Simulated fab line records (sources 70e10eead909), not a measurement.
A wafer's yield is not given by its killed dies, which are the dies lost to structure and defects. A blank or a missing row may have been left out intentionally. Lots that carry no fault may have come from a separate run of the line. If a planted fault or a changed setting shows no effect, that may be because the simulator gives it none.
Matching of chambers | flow nandHarc | NHARC_P_BONDPAD_ACTIVATE_29 on rieDiel-08 has 4 sister chambers
The step chemistry N2, time 60 s. 14 wafers are shown with their chamber, then 7 later ones without.

WAFERS PAIRED WITH THEIR CHAMBERS
wafer  | chamber | drypumpMotorCurrentA (A) | oesProductAu (a.u.) | rfVppV (V)
L074.3 | 2       | 6.0                      | 0.994               | 64.4
L074.4 | 0       | 5.6                      | 1.003               | 64.3
L074.6 | 1       | 5.8                      | 1.000               | 63.7
L075.3 | 0       | 5.6                      | 1.001               | 64.0
L075.4 | 3       | 6.7                      | 1.002               | 64.0
L075.5 | 3       | 6.6                      | 1.002               | 63.2
L082.1 | 3       | 6.7                      | 0.999               | 62.9
L082.2 | 1       | 5.8                      | 1.001               | 64.1
L082.4 | 0       | 5.7                      | 1.002               | 63.3
L087.1 | 3       | 6.7                      | 0.999               | 63.6
L087.2 | 0       | 5.7                      | 0.997               | 65.1
L087.5 | 2       | 6.0                      | 0.996               | 63.0
L088.3 | 2       | 6.0                      | 1.000               | 64.7
L088.4 | 1       | 5.8                      | 1.000               | 63.5

SIGNATURES, as means of the wafers listed above
reading              | chamber 0 | chamber 1 | chamber 2 | chamber 3 | scatter within a chamber
drypumpMotorCurrentA | 5.650     | 5.800     | 6.000     | 6.675     | 0.0418
oesProductAu         | 1.00075   | 1.00033   | 0.99667   | 1.00050   | 0.00222
rfVppV               | 64.175    | 63.767    | 64.033    | 63.425    | 0.647
Rule: distance of a wafer from a chamber = root of the sum over the readings of ((wafer's reading minus chamber's mean) / reading's scatter) squared. The wafer belongs to the nearest chamber; if the next one is less than 2 further off, it can't be placed. The scatter is the square root of a quotient: the sum, over the shown wafers, of each reading's squared deviation from its chamber's mean, divided by wafers minus chambers.

WAFERS WITHOUT THEIR CHAMBER
wafer  | drypumpMotorCurrentA (A) | oesProductAu (a.u.) | rfVppV (V)
L088.6 | 5.7                      | 1.001               | 64.4
L090.3 | 5.6                      | 0.998               | 63.5
L090.4 | 5.7                      | 1.009               | 63.5
L090.5 | 6.7                      | 1.006               | 64.3
L095.2 | 5.6                      | 1.000               | 62.5
L095.3 | 5.7                      | 1.005               | 62.5
L095.4 | 6.7                      | 1.007               | 64.4

EACH ONE'S CHAMBER
wafer  | from the rows above     | in truth
L088.6 | can't be placed: 0 or 1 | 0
L090.3 | 0                       | 0
L090.4 | can't be placed: 0 or 1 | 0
L090.5 | 3                       | 3
L095.2 | 0                       | 0
L095.3 | can't be placed: 0 or 1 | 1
L095.4 | 3                       | 3
Placed correctly: 4 of 7. Cannot be placed on the basis of these rows: 3; the candidates contain the true chamber in 3. Number placed wrongly: 0.
